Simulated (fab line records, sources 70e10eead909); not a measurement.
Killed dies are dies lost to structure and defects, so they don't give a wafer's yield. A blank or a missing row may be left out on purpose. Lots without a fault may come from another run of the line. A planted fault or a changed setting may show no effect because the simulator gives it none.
fab line records | flow nand_harc
record lots=24 wafers=72 last_day=33
route steps=1302 shown P_M1@316 P_M2@332 P_BONDPAD@351
lots that met no fault: from a run of the same line without faults
start_h: hours from the record's first day to the start of the lot's first wafer shown | wait_h: hours since the lot's step before | " the same as in the row above | L1.1+2: a row that stands for several wafers | - no value, or no start given | * or withheld: withheld | < > ~ a bound
route shown NAME@n: a module of which the file shows steps, and the number in the route of the first | usual: mean/standard deviation of fault-free wafers | same: alike in all rows | chamber/n: place in a boat | sites: the reading at each site | _std_site: their standard deviation | _edge_site: outer sites' mean less inner sites' | radius_mm: how far each site lies from the wafer's centre | mask NAME#n: copy n | behind: the tool/chamber that last shaped the wafer | hold: why the lot was held/for how many hours/how that ended | device: the transistor (n, p or np) that didn't switch | end of line: the same wafers' tests at the end of the route | a step without rows: its recipe alone | killed: dies lost to structure and defects at the first sort, not the wafer's yield | map: a wafer's dies, x killed, . not, _ none there
set.NAME: the setting as run; set.NAME@STEP: as run at that earlier step | model.NAME: the simulator's own value behind a step, which no gauge read
steps of the route over a sample of lots; a table a step, a row a wafer
services: from which hour (start_h, from the record's first day; less than 0 if before it) a tool's chamber was out of use, for how many hours, and why
## steps
# step NHARC_P_M1_PRE_CLEAN_32
# recipe time_s=12 temp_c=370 rf_power_w=300 gas=NH3
# usual heater_power_w=664/84
# columns lot.wafer tool chamber start_h wait_h heater_power_w
L074.1 pecvd-02 0 137.79 0.1 653
L074.5 " 2 " " 549
L074.6 " 0 " " 652
L075.4 pecvd-04 1 139.39 0.1 595
L075.5 " 2 " " 604
L075.6 " 0 " " 597
L076.3 pecvd-01 2 153.06 0.1 577
L076.1 " 0 " " 784
L076.4 " 2 " " 573
L077.3 pecvd-01 2 158.49 0.1 589
L077.5 " 1 " " 677
L077.6 " 2 " " 594
L078.1 pecvd-04 1 169.32 0.1 523
L078.4 " 1 " " 520
L078.5 " 2 " " 646
L079.3 pecvd-02 1 182.81 0.1 614
L079.4 " 0 " " 609
L079.6 " 1 " " 626
L080.1 pecvd-01 2 183.57 0.1 675
L080.6 " 1 " " 725
L080.5 " 2 " " 699
L081.2 pecvd-04 2 195.89 0.1 710
L081.1 " 0 " " 699
L081.5 " 0 " " 687
L082.1 pecvd-01 0 209.08 0.5 721
L082.3 " 1 " " 674
L082.6 " 0 " " 738
L083.1 pecvd-02 0 221.21 0.1 684
L083.3 " 1 " " 650
L083.4 " 2 " " 527
L084.1 pecvd-01 0 227.87 0.1 834
L084.2 " 1 " " 652
L084.3 " 2 " " 713
L085.3 pecvd-04 0 238.13 0.1 690
L085.6 " 0 " " 694
L085.5 " 1 " " 529
L086.2 pecvd-01 2 246.06 0.1 681
L086.5 " 2 " " 682
L086.6 " 1 " " 694
L087.3 pecvd-01 2 256.43 0.1 642
L087.5 " 0 " " 811
L087.4 " 1 " " 616
L088.2 pecvd-01 0 272.77 0.3 729
L088.6 " 2 " " 687
L088.5 " 0 " " 723
L089.2 pecvd-02 0 276.49 0.2 614
L089.1 " 1 " " 553
L089.4 " 1 " " 559
L090.1 pecvd-01 1 288.73 0.1 657
L090.2 " 0 " " 816
L090.4 " 0 " " 841
L091.3 pecvd-01 1 298.73 0.1 704
L091.2 " 2 " " 678
L091.4 " 0 " " 853
L092.1 pecvd-02 0 310.20 0.1 592
L092.3 " 1 " " 598
L092.6 " 0 " " 600
L093.5 pecvd-02 2 314.25 0.1 555
L093.6 " 0 " " 682
L093.4 " 1 " " 536
L094.2 pecvd-01 0 333.02 0.1 785
L094.1 " 1 " " 744
L094.4 " 2 " " 688
L095.1 pecvd-01 1 333.96 0.1 720
L095.3 " 2 " " 676
L095.4 " 2 " " 688
L096.1 pecvd-01 2 354.59 0.1 669
L096.3 " 1 " " 770
L096.5 " 2 " " 702
L097.3 pecvd-01 0 362.32 0.1 700
L097.5 " 1 " " 625
L097.4 " 2 " " 652
# step NHARC_P_M2_ETCH_35
# recipe target_depth_a=400 overetch_a=120 time_s=43.94 ion_energy_ev=200 n2_flow_sccm=150 h2_flow_sccm=150 ar_flow_sccm=0 rf_w=400 bias_w=150 chemistry=N2/H2
# usual drypump_motor_current_A=5.6/0.41 oes_product_au=1.002/0.012 rf_vpp_V=429.4/1.8 showerhead_plenum_p_Torr=2.00/0.059 throttle_valve_pct=14.170/0.0087
# columns lot.wafer tool chamber start_h wait_h drypump_motor_current_A oes_product_au rf_hours_counter_h rf_vpp_V showerhead_plenum_p_Torr throttle_valve_pct
L074.1 rie_diel-12 3 139.28 0.1 5.2 1.005 1.7 427.0 1.92 14.171
L074.5 " 0 " " 5.3 1.005 - 431.8 2.07 14.163
L074.6 " 1 " " 5.6 1.009 - 430.5 2.00 14.163
L075.6 rie_diel-12 1 140.84 0.1 5.6 1.009 - 429.6 2.00 14.166
L075.4 " 3 " " 5.2 1.002 - 427.7 1.92 14.168
L075.5 " 0 " " 5.3 1.000 - 431.0 2.07 14.180
L076.3 rie_diel-12 2 154.63 0.1 5.6 1.007 3.1 428.1 1.98 14.163
L076.1 " 0 " " 5.3 1.006 3.3 431.2 2.07 14.163
L076.4 " 1 " " 5.7 1.020 3.9 428.0 2.00 14.167
L077.3 rie_diel-13 3 160.08 0.1 5.6 1.010 6.1 431.0 2.07 14.172
L077.5 " 3 " " 5.6 1.002 - 431.4 2.07 14.168
L077.6 " 0 " " 5.5 1.017 - 427.5 1.91 14.179
L078.1 rie_diel-12 3 170.93 0.1 5.2 1.011 3.3 426.5 1.92 14.170
L078.4 " 2 " " 5.6 1.003 3.9 430.0 1.98 14.164
L078.5 " 0 " " 5.3 1.016 - 431.1 2.07 14.162
L079.4 rie_diel-13 2 184.26 0.1 5.2 0.989 0.2 428.8 2.00 14.161
L079.3 " 3 " " 5.6 1.001 0.3 431.8 2.07 14.175
L079.6 " 0 " " 5.5 0.991 - 427.6 1.91 14.176
L080.1 rie_diel-13 3 185.15 0.1 5.6 1.008 0.3 432.1 2.07 14.169
L080.5 " 2 " " 5.2 0.981 - 428.5 2.00 14.175
L080.6 " 3 " " 5.6 1.012 - 432.1 2.07 14.171
L081.1 rie_diel-02 3 197.50 0.1 5.9 1.015 8.8 430.0 1.97 14.172
L081.2 " 1 " " 6.0 1.007 8.9 429.9 2.02 14.172
L081.5 " 2 " " 6.7 1.004 - 430.9 2.06 14.174
L082.3 rie_diel-13 2 210.69 0.1 5.2 0.987 1.4 429.9 2.00 14.156
L082.1 " 3 " " 5.6 1.018 1.3 431.9 2.07 14.162
L082.6 " 1 " " 6.3 1.013 - 428.1 1.95 14.179
L083.1 rie_diel-12 1 223.05 0.1 5.7 0.996 8.0 430.5 2.00 14.167
L083.3 " 0 " " 5.3 1.000 6.9 430.9 2.07 14.176
L083.4 " 1 " " 5.7 1.007 - 428.9 2.00 14.182
L084.2 rie_diel-12 0 229.46 0.1 5.3 1.012 7.2 429.7 2.07 14.175
L084.3 " 2 " " 5.6 1.014 6.7 427.0 1.98 14.181
L084.1 " 3 " " 5.2 1.003 6.0 426.4 1.92 14.162
L085.3 rie_diel-12 3 239.60 0.1 5.2 0.995 6.9 426.6 1.92 14.168
L085.5 " 0 " " 5.3 1.004 - 433.1 2.07 14.160
L085.6 " 1 " " 5.6 1.009 - 428.9 2.00 14.157
L086.2 rie_diel-12 2 247.82 0.1 5.5 0.993 8.7 428.7 1.98 14.181
L086.6 " 1 " " 5.6 1.011 - 428.6 2.00 14.179
L086.5 " 2 " " 5.6 1.009 - 429.1 1.98 14.177
L087.3 rie_diel-13 1 258.01 0.1 6.3 1.001 4.0 428.2 1.95 14.164
L087.5 " 1 " " 6.3 1.001 - 427.7 1.95 14.163
L087.4 " 0 " " 5.5 0.996 - 425.8 1.91 14.181
L088.2 rie_diel-02 1 274.71 0.5 6.0 1.022 2.6 431.1 2.02 14.168
L088.6 " 0 " " 5.6 0.991 - 432.0 2.09 14.176
L088.5 " 1 " " 6.1 1.014 - 428.8 2.02 14.177
L089.1 rie_diel-12 3 278.22 0.1 5.2 0.996 0.0 426.2 1.92 14.153
L089.4 " 0 " " 5.3 1.002 0.0 431.2 2.07 14.168
L089.2 " 1 " " 5.6 1.021 0.0 429.5 2.00 14.184
L090.1 rie_diel-12 1 290.50 0.1 5.6 1.022 0.3 429.1 2.00 14.175
L090.2 " 2 " " 5.6 1.012 0.3 428.5 1.98 14.168
L090.4 " 3 " " 5.2 0.985 0.3 424.9 1.92 14.166
L091.2 rie_diel-12 3 300.49 0.1 5.2 0.988 1.3 428.4 1.92 14.176
L091.4 " 1 " " 5.6 1.013 0.8 428.5 2.00 14.187
L091.3 " 2 " " 5.6 1.025 1.3 428.6 1.98 14.168
L092.1 rie_diel-13 1 311.79 0.1 6.3 1.006 6.8 427.1 1.94 14.177
L092.3 " 3 " " 5.6 0.988 5.7 430.5 2.07 14.158
L092.6 " 0 " " 5.6 0.987 - 427.5 1.91 14.182
L093.4 rie_diel-02 1 316.01 0.1 6.0 1.017 4.5 430.4 2.02 14.174
L093.5 " 1 " " 6.0 1.009 - 429.9 2.02 14.174
L093.6 " 2 " " 6.7 1.000 - 431.2 2.06 14.146
L094.1 rie_diel-02 1 334.62 0.1 6.0 0.999 5.1 430.8 2.02 14.173
L094.4 " 2 " " 6.7 0.997 5.5 432.1 2.06 14.184
L094.2 " 3 " " 5.9 1.003 5.8 428.9 1.97 14.174
L095.1 rie_diel-12 2 335.69 0.1 5.6 1.015 3.6 428.0 1.98 14.154
L095.3 " 3 " " 5.2 0.985 4.4 426.1 1.92 14.184
L095.4 " 0 " " 5.3 1.001 4.3 430.6 2.07 14.155
L096.1 rie_diel-02 2 356.19 0.1 6.7 1.002 7.1 432.1 2.06 14.154
L096.3 " 3 " " 5.9 1.010 7.1 430.8 1.97 14.167
L096.5 " 1 " " 6.0 1.015 - 429.9 2.02 14.176
L097.3 rie_diel-13 2 363.95 0.1 5.2 0.992 0.2 429.4 1.99 14.177
L097.4 " 3 " " 5.6 1.002 0.2 431.8 2.07 14.157
L097.5 " 1 " " 6.3 1.003 - 426.9 1.94 14.161
# step NHARC_P_M2_ETCH_15
# recipe target_depth_a=1825 time_s=91.2 c4f8_flow_sccm=withheld ar_flow_sccm=400 rf_w=600 bias_w=300 chemistry=C4F8/Ar
# usual oes_product_au=0.942/0.023 rf_vpp_V=439.6/1.9
# columns lot.wafer tool chamber start_h wait_h oes_product_au rf_hours_counter_h rf_vpp_V
L074.1 rie_diel-12 1 - - 0.930 2.3 439.2
L074.5 " 1 " " 0.932 - 440.4
L074.6 " 3 " " 0.926 - 437.9
L075.4 rie_diel-12 0 - - 0.936 - 442.7
L075.5 " 1 " " 0.941 - 440.5
L075.6 " 3 " " 0.929 - 438.4
L076.4 rie_diel-12 2 - - 0.928 3.1 439.4
L076.1 " 0 " " 0.943 3.3 442.5
L076.3 " 1 " " 0.940 3.9 439.6
L077.3 rie_diel-13 2 - - 0.962 6.8 439.1
L077.5 " 2 " " 0.970 - 438.7
L077.6 " 3 " " 0.969 - 441.2
L078.4 rie_diel-12 2 - - 0.930 3.9 439.1
L078.1 " 3 " " 0.932 3.4 437.0
L078.5 " 1 " " 0.938 - 439.2
L079.4 rie_diel-13 0 - - 0.975 0.3 437.3
L079.3 " 1 " " 0.987 0.2 437.3
L079.6 " 0 " " 0.972 - 436.4
L080.1 rie_diel-13 2 - - 0.956 0.2 439.5
L080.5 " 0 " " 0.959 - 436.5
L080.6 " 1 " " 0.965 - 436.7
L081.1 rie_diel-02 1 - - 0.918 8.9 439.3
L081.2 " 2 " " 0.922 8.6 441.7
L081.5 " 1 " " 0.918 - 441.7
L082.3 rie_diel-13 2 - - 0.945 1.4 438.7
L082.1 " 3 " " 0.970 1.3 441.8
L082.6 " 3 " " 0.970 - 441.8
L083.3 rie_diel-12 3 - - 0.936 5.8 435.5
L083.1 " 1 " " 0.933 8.1 440.6
L083.4 " 1 " " 0.933 - 439.6
L084.3 rie_diel-12 2 - - 0.921 6.7 438.2
L084.2 " 3 " " 0.927 6.0 437.2
L084.1 " 1 " " 0.927 8.4 439.4
L085.3 rie_diel-12 3 - - 0.924 6.9 438.2
L085.5 " 3 " " 0.926 - 438.1
L085.6 " 0 " " 0.938 - 442.3
L086.2 rie_diel-12 1 - - 0.941 9.6 438.9
L086.5 " 2 " " 0.929 - 440.1
L086.6 " 3 " " 0.926 - 437.8
L087.3 rie_diel-13 0 - - 0.941 4.0 437.7
L087.4 " 1 " " 0.960 - 438.2
L087.5 " 0 " " 0.956 - 436.5
L088.2 rie_diel-02 2 - - 0.923 2.9 441.4
L088.5 " 0 " " 0.901 - 440.7
L088.6 " 1 " " 0.935 - 441.2
L089.1 rie_diel-12 2 - - 0.992 0.0 439.0
L089.2 " 3 " " 0.967 0.0 436.6
L089.4 " 0 " " 0.953 0.0 441.3
L090.2 rie_diel-12 3 - - 0.961 0.3 437.7
L090.4 " 1 " " 0.983 0.3 439.3
L090.1 " 2 " " 0.986 0.4 440.6
L091.3 rie_diel-12 0 - - 0.928 0.8 441.7
L091.4 " 1 " " 0.945 0.8 440.5
L091.2 " 2 " " 0.940 1.3 438.4
L092.1 rie_diel-13 1 - - 0.986 6.8 438.0
L092.3 " 2 " " 0.959 6.6 440.8
L092.6 " 1 " " 1.000 - 438.7
L093.4 rie_diel-02 2 - - 0.922 4.9 441.2
L093.5 " 0 " " 0.903 - 443.5
L093.6 " 1 " " 0.935 - 438.9
L094.2 rie_diel-02 2 - - 0.913 5.5 441.1
L094.4 " 3 " " 0.930 5.8 438.7
L094.1 " 0 " " 0.893 5.5 441.1
L095.4 rie_diel-12 3 - - 0.906 4.4 437.2
L095.3 " 0 " " 0.931 4.3 442.7
L095.1 " 1 " " 0.927 3.5 438.3
L096.1 rie_diel-02 1 - - 0.935 6.8 441.3
L096.3 " 3 " " 0.929 7.1 439.7
L096.5 " 1 " " 0.920 - 441.5
L097.4 rie_diel-13 1 - - 0.964 0.2 437.2
L097.3 " 2 " " 0.951 0.2 440.3
L097.5 " 0 " " 0.974 - 436.5
# step NHARC_P_BONDPAD_DEP_00
# recipe target_thk_a=2500 temp_c=370 target_thk_nm=250 pressure_torr=3 flow_sccm=200 rf_w=450 material=SiCN
# usual heater_power_w=613/79 showerhead_vpp_V=1335/79
# columns lot.wafer tool chamber start_h wait_h heater_power_w showerhead_vpp_V
L074.1 pecvd-02 0 - - 551 1323
L074.5 " 0 " " 556 1315
L074.6 " 2 " " 513 1309
L075.4 pecvd-01 2 144.22 0.4 567 1503
L075.5 " 2 " " 567 1500
L075.6 " 1 " " 667 1253
L076.1 pecvd-04 0 157.76 - 602 1373
L076.3 " 1 " " 467 1301
L076.4 " 1 " " 505 1328
L077.3 pecvd-01 2 163.23 - 651 1470
L077.5 " 0 " " 746 1334
L077.6 " 2 " " 654 1481
L078.1 pecvd-01 0 - - 700 1328
L078.4 " 2 " " 601 1456
L078.5 " 0 " " 731 1320
L079.3 pecvd-01 2 187.36 - 606 1469
L079.4 " 1 " " 595 1264
L079.6 " 0 " " 671 1306
L080.1 pecvd-02 1 188.26 - 467 1230
L080.5 " 0 " " 618 1314
L080.6 " 2 " " 518 1293
L081.2 pecvd-04 1 200.55 - 526 1322
L081.1 " 2 " " 594 1357
L081.5 " 1 " " 523 1306
L082.3 pecvd-04 2 213.75 - 622 1358
L082.1 " 1 " " 532 1299
L082.6 " 0 " " 622 1356
L083.1 pecvd-01 1 226.14 - 577 1282
L083.3 " 2 " " 612 1484
L083.4 " 2 " " 649 1492
L084.2 pecvd-01 0 232.50 - 808 1326
L084.3 " 1 " " 573 1277
L084.1 " 2 " " 618 1499
L085.3 pecvd-02 1 242.86 0.4 526 1224
L085.6 " 1 " " 538 1236
L085.5 " 2 " " 453 1298
L086.2 pecvd-01 0 250.92 - 795 1329
L086.5 " 0 " " 796 1298
L086.6 " 1 " " 694 1249
L087.3 pecvd-01 2 261.14 - 609 1524
L087.4 " 1 " " 645 1262
L087.5 " 0 " " 757 1329
L088.2 pecvd-01 0 277.74 - 765 1329
L088.6 " 0 " " 799 1319
L088.5 " 1 " " 691 1254
L089.2 pecvd-02 1 - - 549 1246
L089.1 " 2 " " 514 1314
L089.4 " 0 " " 658 1305
L090.2 pecvd-01 0 293.61 - 751 1319
L090.1 " 1 " " 620 1261
L090.4 " 2 " " 598 1481
L091.3 pecvd-01 1 303.59 - 587 1266
L091.2 " 2 " " 623 1524
L091.4 " 2 " " 641 1483
L092.1 pecvd-04 1 - - 541 1340
L092.3 " 0 " " 572 1351
L092.6 " 0 " " 575 1343
L093.5 pecvd-04 0 - - 649 1355
L093.6 " 1 " " 506 1318
L093.4 " 2 " " 646 1339
L094.1 pecvd-04 1 337.63 - 478 1336
L094.2 " 2 " " 572 1330
L094.4 " 1 " " 496 1307
L095.3 pecvd-02 0 - - 593 1311
L095.1 " 1 " " 540 1227
L095.4 " 2 " " 515 1271
L096.1 pecvd-01 2 359.27 - 570 1498
L096.3 " 0 " " 718 1289
L096.5 " 1 " " 549 1239
L097.3 pecvd-04 1 367.00 - 532 1335
L097.4 " 1 " " 527 1329
L097.5 " 2 " " 603 1332
# step NHARC_P_BONDPAD_THK_MEAS_20
# recipe thk_meas_gauge=xrf
# usual thk_nm=160.7/1.6
# columns lot.wafer tool chamber start_h wait_h thk_nm
L074.1 film_metro-01 - 146.20 - 162.1
L074.5 " - " " 162.7
L074.6 " - " " 165.3
L075.4 film_metro-01 - 148.08 - 161.0
L075.5 " - " " 159.7
L075.6 " - " " 158.1
L076.1 film_metro-02 - 161.64 - 162.2
L076.3 " - " " 160.8
L076.4 " - " " 159.4
L077.3 film_metro-01 - 166.92 - 163.3
L077.5 " - " " 162.0
L077.6 " - " " 162.3
L078.1 film_metro-02 - 178.04 - 158.7
L078.4 " - " " 159.3
L078.5 " - " " 160.8
L079.3 film_metro-01 - 191.17 - 159.2
L079.4 " - " " 162.3
L079.6 " - " " 160.6
L080.1 film_metro-02 - 192.07 - 161.4
L080.5 " - " " 160.2
L080.6 " - " " 161.6
L081.1 film_metro-02 - 204.37 - 161.7
L081.2 " - " " 161.1
L081.5 " - " " 160.9
L082.1 film_metro-02 - 217.53 - 159.5
L082.3 " - " " 161.5
L082.6 " - " " 160.7
L083.1 film_metro-01 - 229.80 - 162.2
L083.3 " - " " 160.4
L083.4 " - " " 164.1
L084.1 film_metro-02 - 236.28 - 159.6
L084.2 " - " " 159.5
L084.3 " - " " 160.3
L085.3 film_metro-02 - 246.61 - 160.7
L085.5 " - " " 159.6
L085.6 " - " " 163.8
L086.2 film_metro-01 - 254.59 - 163.3
L086.5 " - " " 161.9
L086.6 " - " " 160.1
L087.3 film_metro-02 - 264.88 - 159.1
L087.4 " - " " 162.8
L087.5 " - " " 161.5
L088.2 film_metro-01 - 281.65 - 160.4
L088.5 " - " " 161.4
L088.6 " - " " 161.3
L089.1 film_metro-02 - 285.04 - 160.1
L089.2 " - " " 161.1
L089.4 " - " " 163.5
L090.1 film_metro-01 - 297.34 - 161.5
L090.2 " - " " 162.2
L090.4 " - " " 164.0
L091.2 film_metro-02 - 307.19 - 161.7
L091.3 " - " " 162.8
L091.4 " - " " 160.2
L092.1 film_metro-01 - 318.61 - 156.9
L092.3 " - " " 161.0
L092.6 " - " " 160.0
L093.4 film_metro-01 - 322.81 - 162.3
L093.5 " - " " 160.1
L093.6 " - " " 160.0
L094.1 film_metro-01 - 341.58 - 159.7
L094.2 " - " " 162.5
L094.4 " - " " 162.5
L095.1 film_metro-02 - 342.54 - 160.3
L095.3 " - " " 161.7
L095.4 " - " " 159.3
L096.1 film_metro-01 - 362.87 - 157.8
L096.3 " - " " 160.1
L096.5 " - " " 159.9
L097.3 film_metro-02 - 370.80 - 161.0
L097.4 " - " " 163.5
L097.5 " - " " 161.4
# step NHARC_P_BONDPAD_ACTIVATE_29
# recipe time_s=60 n2_flow_sccm=200 ar_flow_sccm=0 bias_power_w=0 chemistry=N2
# usual drypump_motor_current_A=5.6/0.37 oes_product_au=0.999/0.0091 rf_vpp_V=64.4/1.1 showerhead_plenum_p_Torr=1.81/0.075
# columns lot.wafer tool chamber start_h wait_h drypump_motor_current_A oes_product_au rf_hours_counter_h rf_vpp_V showerhead_plenum_p_Torr
L074.1 rie_diel-10 3 146.53 0.1 5.3 1.008 2.0 65.5 1.90
L074.6 " 1 " " 5.8 0.997 - 64.4 1.88
L074.5 " 2 " " 6.1 1.020 - 65.2 1.80
L075.4 rie_diel-04 1 148.42 0.1 5.1 1.006 - 64.0 1.87
L075.5 " 3 " " 4.9 1.012 - 64.1 1.78
L075.6 " 0 " " 5.9 1.004 - 64.3 1.65
L076.3 rie_diel-10 0 161.97 0.1 5.1 1.002 2.0 64.6 1.85
L076.4 " 2 " " 6.1 1.005 2.4 64.5 1.80
L076.1 " 3 " " 5.3 1.007 2.3 66.6 1.90
L077.3 rie_diel-10 1 167.19 0.1 5.8 0.996 2.2 63.9 1.88
L077.5 " 1 " " 5.8 0.994 - 64.3 1.88
L077.6 " 2 " " 6.1 1.012 - 62.6 1.80
L078.4 rie_diel-01 1 178.31 0.1 5.6 0.992 7.8 65.7 1.77
L078.1 " 0 " " 5.8 0.990 7.8 66.1 1.89
L078.5 " 1 " " 5.6 0.981 - 63.2 1.77
L079.3 rie_diel-01 1 191.44 0.1 5.6 0.993 8.7 62.4 1.77
L079.4 " 1 " " 5.6 0.983 - 64.5 1.77
L079.6 " 2 " " 5.8 0.992 - 65.3 1.75
L080.1 rie_diel-01 0 192.37 0.1 5.8 1.000 8.5 65.0 1.89
L080.6 " 0 " " 5.8 1.002 - 65.3 1.89
L080.5 " 1 " " 5.6 0.989 - 63.3 1.77
L081.1 rie_diel-10 3 204.67 0.1 5.3 1.005 3.8 64.6 1.90
L081.2 " 1 " " 5.8 1.008 3.3 66.0 1.88
L081.5 " 2 " " 6.0 1.015 - 65.4 1.80
L082.1 rie_diel-01 2 217.85 0.1 5.7 0.999 0.0 63.5 1.75
L082.3 " 3 " " 5.2 1.002 0.0 63.6 1.64
L082.6 " 1 " " 5.6 0.984 - 64.4 1.77
L083.3 rie_diel-01 1 230.09 0.1 5.6 1.000 0.3 65.1 1.77
L083.1 " 2 " " 5.7 1.006 0.3 63.2 1.75
L083.4 " 2 " " 5.7 1.004 - 63.4 1.75
L084.1 rie_diel-04 2 236.56 0.1 6.2 0.998 1.6 65.7 1.83
L084.2 " 3 " " 4.9 0.980 1.5 65.0 1.78
L084.3 " 1 " " 5.2 0.985 1.3 65.4 1.87
L085.3 rie_diel-04 3 246.89 0.1 4.9 0.996 2.4 63.3 1.78
L085.5 " 2 " " 6.2 1.015 - 63.7 1.83
L085.6 " 3 " " 4.9 0.980 - 65.0 1.78
L086.2 rie_diel-01 3 254.89 0.1 5.1 0.985 1.1 62.3 1.65
L086.6 " 2 " " 5.7 0.983 - 64.8 1.75
L086.5 " 3 " " 5.2 0.985 - 63.5 1.65
L087.4 rie_diel-10 0 265.16 0.1 5.1 1.008 0.3 64.5 1.85
L087.3 " 2 " " 6.1 1.007 0.2 62.8 1.79
L087.5 " 1 " " 5.8 1.003 - 65.0 1.88
L088.2 rie_diel-01 1 281.92 0.1 5.6 0.994 3.7 64.4 1.77
L088.5 " 1 " " 5.6 0.994 - 63.6 1.77
L088.6 " 2 " " 5.7 0.999 - 65.0 1.75
L089.4 rie_diel-10 0 285.32 0.1 5.1 0.999 0.6 63.8 1.85
L089.2 " 1 " " 5.8 0.987 0.6 64.4 1.88
L089.1 " 2 " " 6.0 1.009 0.5 65.6 1.79
L090.4 rie_diel-01 2 297.66 0.1 5.7 0.992 3.6 64.1 1.75
L090.1 " 3 " " 5.1 1.001 3.5 63.6 1.64
L090.2 " 0 " " 5.8 0.990 4.2 65.5 1.89
L091.2 rie_diel-04 1 307.48 0.1 5.2 1.001 4.5 63.6 1.87
L091.3 " 3 " " 4.9 1.005 5.2 62.6 1.78
L091.4 " 0 " " 5.9 1.010 5.2 63.3 1.65
L092.1 rie_diel-10 0 318.89 0.1 5.1 1.001 1.8 64.1 1.85
L092.3 " 2 " " 6.0 1.005 1.5 65.1 1.79
L092.6 " 3 " " 5.4 1.001 - 65.5 1.90
L093.4 rie_diel-04 0 323.12 0.1 5.9 1.002 6.4 61.6 1.65
L093.6 " 2 " " 6.2 0.995 - 63.2 1.82
L093.5 " 3 " " 4.9 0.981 - 64.1 1.78
L094.2 rie_diel-10 0 341.86 0.1 5.1 1.002 2.6 65.0 1.85
L094.4 " 1 " " 5.8 0.990 2.6 65.0 1.88
L094.1 " 2 " " 6.0 0.999 2.3 62.7 1.79
L095.3 rie_diel-10 0 342.81 0.1 5.2 1.013 2.6 62.3 1.85
L095.4 " 2 " " 6.1 0.997 2.3 64.4 1.79
L095.1 " 3 " " 5.3 1.000 2.5 63.8 1.90
L096.1 rie_diel-01 3 363.16 0.1 5.1 1.005 7.2 64.9 1.64
L096.3 " 2 " " 5.7 1.008 7.7 64.9 1.75
L096.5 " 3 " " 5.1 1.007 - 64.3 1.64
L097.4 rie_diel-10 2 371.09 0.1 6.0 1.009 3.3 64.9 1.79
L097.3 " 3 " " 5.4 1.005 3.4 66.2 1.90
L097.5 " 3 " " 5.3 1.009 - 64.2 1.90
## services
# columns tool chamber start_h hours kind
rie_diel-10 - 116.34 0.7 repair
pecvd-01 - 130.30 13.0 pm
rie_diel-12 2 136.48 6.3 repair
pecvd-04 - 141.77 0.3 repair
rie_diel-13 - 165.00 9.0 pm
rie_diel-10 1 187.72 2.9 repair
rie_diel-10 - 191.08 0.3 repair
rie_diel-12 3 195.10 1.4 repair
rie_diel-02 - 216.70 9.0 pm
pecvd-01 - 228.94 0.6 repair
pecvd-02 - 229.34 13.0 pm
pecvd-01 0 232.96 16.8 repair
rie_diel-10 - 242.50 9.0 pm
rie_diel-13 3 249.14 13.6 repair
rie_diel-13 1 258.48 1.5 repair
rie_diel-12 - 268.42 9.0 pm
pecvd-04 - 269.00 13.0 pm
pecvd-02 2 297.89 1.9 repair
rie_diel-10 0 306.95 2.5 repair
pecvd-01 - 311.30 13.0 pm
pecvd-04 0 320.02 22.8 repair
rie_diel-13 - 342.00 9.0 pm
rie_diel-10 1 344.21 23.4 repair
rie_diel-10 - 360.90 2.5 repair
## key
fault none
